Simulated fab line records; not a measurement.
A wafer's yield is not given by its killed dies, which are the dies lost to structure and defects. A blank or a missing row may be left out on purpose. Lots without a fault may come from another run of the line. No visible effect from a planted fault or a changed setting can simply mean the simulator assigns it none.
3 desks, one fault -- flow n5Finfet -- each desk holds nothing but its own numbers, with what lay behind them at the end

THE DEFECT DESK
Inspection counts along the route, by lot: the mean over sampled wafers that carry a number. A lot is out of limits, marked OUT, if its mean lies more than 4 standard deviations from the usual mean; the brackets give that distance.
Columns: A = rawDefectCount at N5_BEOL_M1_INSPECT_59, usual 71
lot,first seen here,A
L750,day 8 06:44,74
L751,day 8 10:11,66
L754,day 8 16:52,52
L757,day 9 15:32,68
L758,day 9 16:21,43
L759,day 10 09:57,43
L760,day 10 10:18,115
L766,day 11 20:20,75
L767,day 12 02:23,50
Finding of this desk: none of the 9 lots has anything out of limits.

AT THE METROLOGY DESK
What the gauges read, lot by lot, whatever tool the lot ran on: means of the sampled wafers that have a number. A lot is out of limits, marked OUT, if its mean lies more than 4 standard deviations from the usual mean; the brackets give that distance. Of its 10 readings 7 are shown: those that lie furthest out on some lot.
Columns: A = DIBL_P at N5_BEOL_M4_RC_MEAS_101, usual 36.3 mV/V; B = IOFF_N at N5_BEOL_M4_RC_MEAS_101, usual 0.16 nA/um; C = IOFF_P at N5_BEOL_M4_RC_MEAS_101, usual 0.21 nA/um; D = ION_N at N5_BEOL_M4_RC_MEAS_101, usual 673 uA/um; E = SS_P at N5_BEOL_M4_RC_MEAS_101, usual 73.3 mV/dec; F = VT_N at N5_BEOL_M4_RC_MEAS_101, usual 250 mV; G = VT_P at N5_BEOL_M4_RC_MEAS_101, usual -251 mV
lot,first seen here,A,B,C,D,E,F,G
L750,day 9 16:16,35.1,0.15,0.20,667,72.8,249,-252
L751,day 9 19:09,35.7,0.17,0.22,675,72.7,247,-250
L754,day 10 00:35,38.1,0.17,0.24,670,74.5,252,-250
L757,day 11 02:06,35.3,0.14,0.19,666,73.1,251,-251
L758,day 11 09:02,35.3,0.14,0.20,667,73.2,252,-249
L760,day 11 15:26,34.7,0.13,0.16,668,72.4,253,-256
L759,day 12 02:27,38.4,0.20,0.23,691,74.2,246,-252
L766,day 13 05:31,33.7,0.14,0.18,663,73.5,250,-252
L767,day 13 08:58,37.3,0.17,0.20,675,73.7,250,-253
Finding of this desk: none of the 9 lots has anything out of limits.

AT THE TOOL OWNER'S DESK: rieDiel-04
The tool's own readings at N5_BEOL_M2_ETCH_64 (etches SOC in N2/H2, target depth 75 nm, overetch 22.5 nm, time 121.9 s): means of the sampled wafers that have a number, for each lot that ran on this tool. A lot is out of limits, marked OUT, if its mean lies more than 4 standard deviations from the usual mean; the brackets give that distance.
Columns: A = drypumpMotorCurrentA at N5_BEOL_M2_ETCH_64, usual 5.9 A; B = h2FlowSccm at N5_BEOL_M2_ETCH_64, usual 200.0 sccm; C = oesProductAu at N5_BEOL_M2_ETCH_64, usual 0.62 a.u.; D = rfFwdPowerW at N5_BEOL_M2_ETCH_64, usual 836.8 W; E = rfVppV at N5_BEOL_M2_ETCH_64, usual 524.1 V; F = showerheadPlenumPTorr at N5_BEOL_M2_ETCH_64, usual 2.55 Torr; G = throttleValvePct at N5_BEOL_M2_ETCH_64, usual 17.74 %
lot,first seen here,A,B,C,D,E,F,G
L750,day 8 09:43,5.9,199.8,0.59,907.8 (+25) OUT,512.5 (-4.3) OUT,2.57,18.06
L754,day 8 19:40,6.0,200.1,0.63,905.7 (+25) OUT,514.5,2.60,17.99
L758,day 9 18:41,5.9,200.6,0.68,837.1,527.8,2.68,17.58
L766,day 11 21:18,5.8,200.2,0.70,838.5,525.7,2.63,17.48
L767,day 12 04:31,6.2,199.5,0.65,838.0,528.5,2.70,17.79
This desk finds L750, L754 out of limits, L750 being first, at day 8 09:43 (rfFwdPowerW at N5_BEOL_M2_ETCH_64). In limits: L758, L766, L767.

ALL TOGETHER
An alarm could have come from the tool owner's desk at day 8 09:43, on L750, L754.
The defect desk saw nothing out of limits.
From the metrology desk's view, nothing was out of limits.
The defect desk has L750, L754 on record, within its limits.
The metrology desk has L750, L754 on record, within its limits.
The lots listed all ran N5_BEOL_M2_ETCH_64 on rieDiel-04.

WHAT THE SIMULATOR PUT IN
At N5_BEOL_M2_ETCH_64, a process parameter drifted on rieDiel-04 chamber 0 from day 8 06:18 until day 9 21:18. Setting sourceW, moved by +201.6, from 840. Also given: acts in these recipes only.
Struck lots among those shown: L750, L754.
Hours from the fault's start to each desk's first reading out of limits: the tool owner's desk, 3.
